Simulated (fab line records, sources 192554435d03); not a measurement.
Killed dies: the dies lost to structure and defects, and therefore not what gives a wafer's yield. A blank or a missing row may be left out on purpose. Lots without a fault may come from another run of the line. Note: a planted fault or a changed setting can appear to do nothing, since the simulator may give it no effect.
Which tool is to blame? | flow n5_finfet | 24 lots with 72 wafers sampled at 5 steps, on a route of 1938 steps

== WHAT THE GAUGES READ, wafer by wafer ==
N5_BEOL_M9_RS_MEAS_57: measurement is done with a four-point probe. Usual: M9_RS 0.150 ohm/sq, standard deviation 0.0036.
lot  | measured     | on            | M9_RS (ohm/sq)    | flag
L075 | day 9 15:38  | film_metro-01 | 0.151 0.155 0.155 |
L077 | day 10 07:35 | film_metro-02 | 0.155 0.154 0.154 |
L074 | day 10 07:58 | film_metro-02 | 0.152 0.154 0.145 |
L076 | day 10 10:27 | film_metro-01 | 0.156 0.148 0.144 |
L079 | day 10 21:16 | film_metro-01 | 0.153 0.154 0.154 |
L078 | day 10 21:33 | film_metro-01 | 0.150 0.150 0.152 |
L080 | day 11 04:10 | film_metro-01 | 0.148 0.154 0.147 |
L081 | day 11 10:23 | film_metro-02 | 0.152 0.153 0.153 |
L082 | day 11 11:36 | film_metro-01 | 0.153 0.149 0.150 |
L083 | day 11 16:19 | film_metro-01 | 0.148 0.150 0.149 |
L084 | day 12 06:56 | film_metro-01 | 0.152 0.153 0.151 |
L085 | day 12 15:35 | film_metro-01 | 0.148 0.145 0.147 |
L086 | day 12 23:36 | film_metro-01 | 0.145 0.147 0.146 |
L087 | day 13 15:53 | film_metro-01 | 0.155 0.149 0.155 |
L089 | day 13 21:41 | film_metro-01 | 0.150 0.153 0.151 |
L088 | day 13 22:33 | film_metro-01 | 0.147 0.149 0.149 |
L090 | day 14 05:08 | film_metro-01 | 0.153 0.145 0.154 |
L091 | day 14 09:07 | film_metro-02 | 0.146 0.153 0.152 |
L093 | day 14 17:44 | film_metro-02 | 0.144 0.146 0.145 |
L094 | day 14 21:47 | film_metro-01 | 0.153 0.145 0.153 |
L092 | day 14 22:23 | film_metro-02 | 0.147 0.145 0.150 |
L095 | day 15 05:46 | film_metro-02 | 0.143 0.150 0.149 |
L096 | day 15 14:30 | film_metro-01 | 0.146 0.148 0.146 |
L097 | day 15 17:45 | film_metro-01 | 0.152 0.151 0.143 |

N5_BEOL_M10_INSPECT_13: inspects for defects (brightfield). Usual: 402 for raw_defect_count, sd 100.
lot  | measured     | on                | raw_defect_count | flag
L075 | day 9 17:52  | defect_inspect-02 | 484 374 500      |
L077 | day 10 10:07 | defect_inspect-01 | 322 286 592      |
L074 | day 10 10:35 | defect_inspect-01 | 311 272 274      |
L076 | day 10 12:29 | defect_inspect-02 | 481 437 399      |
L079 | day 10 23:05 | defect_inspect-01 | 349 272 370      |
L078 | day 10 23:36 | defect_inspect-01 | 348 358 393      |
L080 | day 11 06:26 | defect_inspect-01 | 504 637 459      |
L081 | day 11 11:54 | defect_inspect-01 | 474 462 484      |
L082 | day 11 12:52 | defect_inspect-02 | 388 486 435      |
L083 | day 11 19:10 | defect_inspect-02 | 401 424 454      |
L084 | day 12 09:37 | defect_inspect-01 | 340 236 377      |
L085 | day 12 17:40 | defect_inspect-01 | 230 248 362      |
L086 | day 13 01:08 | defect_inspect-01 | 372 284 225      |
L087 | day 13 19:56 | defect_inspect-01 | 227 321 316      |
L089 | day 13 23:59 | defect_inspect-01 | 321 296 282      |
L088 | day 14 00:10 | defect_inspect-02 | 555 483 372      |
L090 | day 14 07:55 | defect_inspect-02 | 532 401 618      |
L091 | day 14 11:43 | defect_inspect-02 | 459 554 477      |
L093 | day 14 20:01 | defect_inspect-02 | 409 327 315      |
L094 | day 15 00:19 | defect_inspect-02 | 418 488 331      |
L092 | day 15 01:01 | defect_inspect-02 | 493 409 373      |
L095 | day 15 07:07 | defect_inspect-02 | 562 638 567      |
L096 | day 15 16:33 | defect_inspect-02 | 389 366 378      |
L097 | day 15 19:23 | defect_inspect-01 | 262 393 356      |

N5_BEOL_M11_CD_MEAS_11: target cd 64.1 nm. Usual: 64.0 nm for cd_nm, sd 0.52.
lot  | measured     | on        | cd_nm (nm)     | flag
L075 | day 10 00:44 | cd_sem-03 | 64.7 63.7 64.3 |
L077 | day 10 16:53 | cd_sem-01 | 64.3 64.8 64.9 |
L074 | day 10 16:40 | cd_sem-03 | 63.0 64.1 63.6 |
L076 | day 10 19:38 | cd_sem-02 | 63.6 64.1 63.7 |
L079 | day 11 05:08 | cd_sem-01 | 63.3 64.0 63.9 |
L078 | day 11 06:36 | cd_sem-01 | 64.9 64.5 64.9 |
L080 | day 11 15:37 | cd_sem-01 | 64.6 64.0 64.2 |
L081 | day 11 19:31 | cd_sem-01 | 63.9 63.9 64.1 |
L082 | day 11 20:44 | cd_sem-03 | 63.5 63.7 63.9 |
L083 | day 12 04:24 | cd_sem-02 | 63.6 64.3 63.5 |
L084 | day 12 21:11 | cd_sem-02 | 63.5 63.4 63.9 |
L085 | day 13 00:59 | cd_sem-02 | 64.0 64.8 64.6 |
L086 | day 13 10:02 | cd_sem-01 | 64.1 64.3 64.5 |
L087 | day 14 03:40 | cd_sem-02 | 64.2 63.6 64.4 |
L089 | day 14 08:07 | cd_sem-03 | 63.8 63.9 63.9 |
L088 | day 14 08:22 | cd_sem-03 | 64.5 64.6 64.1 |
L090 | day 14 14:10 | cd_sem-02 | 65.1 64.7 64.6 |
L091 | day 14 17:55 | cd_sem-02 | 63.7 63.3 63.7 |
L093 | day 15 06:59 | cd_sem-03 | 63.7 64.1 63.9 |
L094 | day 15 09:33 | cd_sem-01 | 62.7 63.4 63.1 |
L092 | day 15 10:27 | cd_sem-01 | 63.4 63.8 63.8 |
L095 | day 15 13:30 | cd_sem-01 | 63.5 64.1 64.7 |
L096 | day 15 22:23 | cd_sem-02 | 63.5 64.1 64.0 |
L097 | day 16 07:31 | cd_sem-02 | 64.9 63.9 64.6 |

N5_BEOL_M11_OVL_MEAS_12. Usual: M11_OVL -0.2 nm, standard deviation 0.85.
lot  | measured     | on         | M11_OVL (nm)   | flag
L075 | day 10 00:46 | overlay-01 | -0.3 0.5 -0.3  |
L077 | day 10 16:55 | overlay-01 | -0.6 0.7 0.1   |
L074 | day 10 16:42 | overlay-02 | -0.2 -0.7 0.2  |
L076 | day 10 19:40 | overlay-01 | -1.1 -1.1 0.0  |
L079 | day 11 05:10 | overlay-01 | -0.5 1.1 0.7   |
L078 | day 11 06:38 | overlay-02 | 0.3 0.2 0.7    |
L080 | day 11 15:38 | overlay-01 | 0.1 0.6 0.5    |
L081 | day 11 19:32 | overlay-02 | -0.4 -0.4 -0.6 |
L082 | day 11 20:46 | overlay-02 | 0.1 0.5 1.2    |
L083 | day 12 04:26 | overlay-02 | -1.0 0.2 -0.2  |
L084 | day 12 21:13 | overlay-02 | -0.2 0.7 -0.5  |
L085 | day 13 01:01 | overlay-02 | -0.8 -0.5 -1.0 |
L086 | day 13 10:04 | overlay-01 | -0.8 -1.0 0.2  |
L087 | day 14 03:41 | overlay-01 | 0.4 -0.1 0.1   |
L089 | day 14 08:09 | overlay-01 | -0.6 -0.7 -0.4 |
L088 | day 14 08:23 | overlay-02 | -2.6 -0.4 -2.8 |
L090 | day 14 14:12 | overlay-02 | 1.3 1.0 -0.1   |
L091 | day 14 17:56 | overlay-02 | -0.6 -1.9 -0.4 |
L093 | day 15 07:01 | overlay-02 | -0.1 0.8 0.5   |
L094 | day 15 09:35 | overlay-02 | -1.6 0.2 -1.2  |
L092 | day 15 10:29 | overlay-01 | 0.5 1.0 0.4    |
L095 | day 15 13:32 | overlay-01 | -2.1 -0.7 -0.9 |
L096 | day 15 22:25 | overlay-01 | 0.0 -0.6 0.6   |
L097 | day 16 07:33 | overlay-01 | -1.0 -1.4 -1.0 |

== WHICH TOOL RAN EACH LOT (tool, then ch and the chambers of the sampled wafers, then the start) ==
lot  | N5_BEOL_M10_ETCH_62
L075 | rie_diel-05 ch 0,1, day 9 18:14
L077 | rie_diel-02 ch 0,1,2, day 10 10:22
L074 | rie_diel-05 ch 0,3, day 10 10:42
L076 | rie_diel-02 ch 0,2,3, day 10 12:37
L079 | rie_diel-02 ch 2,3, day 10 23:13
L078 | rie_diel-05 ch 0,3, day 10 23:55
L080 | rie_diel-02 ch 1,2,3, day 11 06:33
L081 | rie_diel-02 ch 1,2,3, day 11 12:16
L082 | rie_diel-05 ch 0,1,3, day 11 13:16
L083 | rie_diel-06 ch 0,1,3, day 11 19:17
L084 | rie_diel-05 ch 1,2,3, day 12 09:44
L085 | rie_diel-06 ch 0,1,3, day 12 17:56
L086 | rie_diel-06 ch 0,3, day 13 01:29
L087 | rie_diel-05 ch 0,1,3, day 13 20:03
L089 | rie_diel-02 ch 0,3, day 14 00:07
L088 | rie_diel-02 ch 1,2, day 14 00:22
L090 | rie_diel-02 ch 1,2, day 14 08:02
L091 | rie_diel-05 ch 1,2, day 14 11:50
L093 | rie_diel-06 ch 0,1,2, day 14 20:14
L094 | rie_diel-02 ch 0,3, day 15 00:26
L092 | rie_diel-02 ch 0,1,2, day 15 01:20
L095 | rie_diel-05 ch 0,1,2, day 15 07:17
L096 | rie_diel-05 ch 2,3, day 15 16:40
L097 | rie_diel-06 ch 0,3, day 15 19:31
- N5_BEOL_M10_ETCH_62: etches SOC in N2/H2, target depth 110 nm, overetch 22 nm, time 165 s.

== WHAT THE TOOLS THEMSELVES READ (means of the sampled wafers that have a number; where no wafer has one, the mark that the record gives instead) ==
N5_BEOL_M10_ETCH_62. Usual: drypump_motor_current_A 5.5 A, standard deviation 0.47; oes_product_au 0.69 a.u., standard deviation 0.059; rf_vpp_V 524.1 V, standard deviation 2.4; showerhead_plenum_p_Torr 2.55 Torr, standard deviation 0.084; throttle_valve_pct 17.57 %, standard deviation 0.24.
lot  | tool        | drypump_motor_current_A (A) | oes_product_au (a.u.) | rf_vpp_V (V) | showerhead_plenum_p_Torr (Torr) | throttle_valve_pct (%) | flag
L075 | rie_diel-05 | 5.0                         | 0.73                  | 522.2        | 2.47                            | 17.31                  |
L077 | rie_diel-02 | 5.7                         | 0.67                  | 525.2        | 2.58                            | 17.55                  |
L074 | rie_diel-05 | 5.4                         | 0.77                  | 522.5        | 2.49                            | 17.52                  |
L076 | rie_diel-02 | 5.6                         | 0.69                  | 524.1        | 2.56                            | 17.45                  |
L079 | rie_diel-02 | 5.7                         | 0.68                  | 525.2        | 2.59                            | 17.56                  |
L078 | rie_diel-05 | 5.3                         | 0.71                  | 521.3        | 2.47                            | 17.61                  |
L080 | rie_diel-02 | 5.7                         | 0.66                  | 525.2        | 2.61                            | 17.68                  |
L081 | rie_diel-02 | 5.7                         | 0.66                  | 525.2        | 2.61                            | 17.68                  |
L082 | rie_diel-05 | 5.2                         | 0.73                  | 522.4        | 2.48                            | 17.43                  |
L083 | rie_diel-06 | 5.6                         | 0.69                  | 525.0        | 2.59                            | 17.60                  |
L084 | rie_diel-05 | 5.3                         | 0.71                  | 522.5        | 2.50                            | 17.47                  |
L085 | rie_diel-06 | 5.6                         | 0.68                  | 525.1        | 2.59                            | 17.62                  |
L086 | rie_diel-06 | 6.1                         | 0.63                  | 526.1        | 2.62                            | 17.83                  |
L087 | rie_diel-05 | 5.2                         | 0.70                  | 521.8        | 2.47                            | 17.47                  |
L089 | rie_diel-02 | 5.8                         | 0.64                  | 522.4        | 2.51                            | 17.65                  |
L088 | rie_diel-02 | 5.6                         | 0.72                  | 526.8        | 2.65                            | 17.44                  |
L090 | rie_diel-02 | 5.8                         | 0.75                  | 526.9        | 2.62                            | 17.57                  |
L091 | rie_diel-05 | 5.4                         | 0.66                  | 523.6        | 2.51                            | 17.58                  |
L093 | rie_diel-06 | 5.5                         | 0.74                  | 525.7        | 2.62                            | 17.65                  |
L094 | rie_diel-02 | 5.8                         | 0.64                  | 522.3        | 2.51                            | 17.67                  |
L092 | rie_diel-02 | 5.7                         | 0.70                  | 524.9        | 2.57                            | 17.49                  |
L095 | rie_diel-05 | 5.3                         | 0.65                  | 522.6        | 2.47                            | 17.58                  |
L096 | rie_diel-05 | 5.6                         | 0.67                  | 522.5        | 2.52                            | 17.70                  |
L097 | rie_diel-06 | 6.1                         | 0.76                  | 525.1        | 2.61                            | 17.55                  |

== THE ANSWER, worked out from the rows above alone ==
Rule: a lot counts as off when the mean over its wafers that have a number is more than 3 standard deviations away from the usual mean. Also off: a lot with no number at a reading for which 4 or more lots have one. Any other lot the step has rows for is counted as sound. The gauges are gone through in route order, then the tools' own readings, and for those a lot's mean is taken as printed above. At the first step where some lot is off, the reading lying furthest off is the one used; lots without a number count as furthest.
No lot is off at any reading shown: from this, nothing can be told.

== WHAT THE SIMULATOR HAD PUT IN ==
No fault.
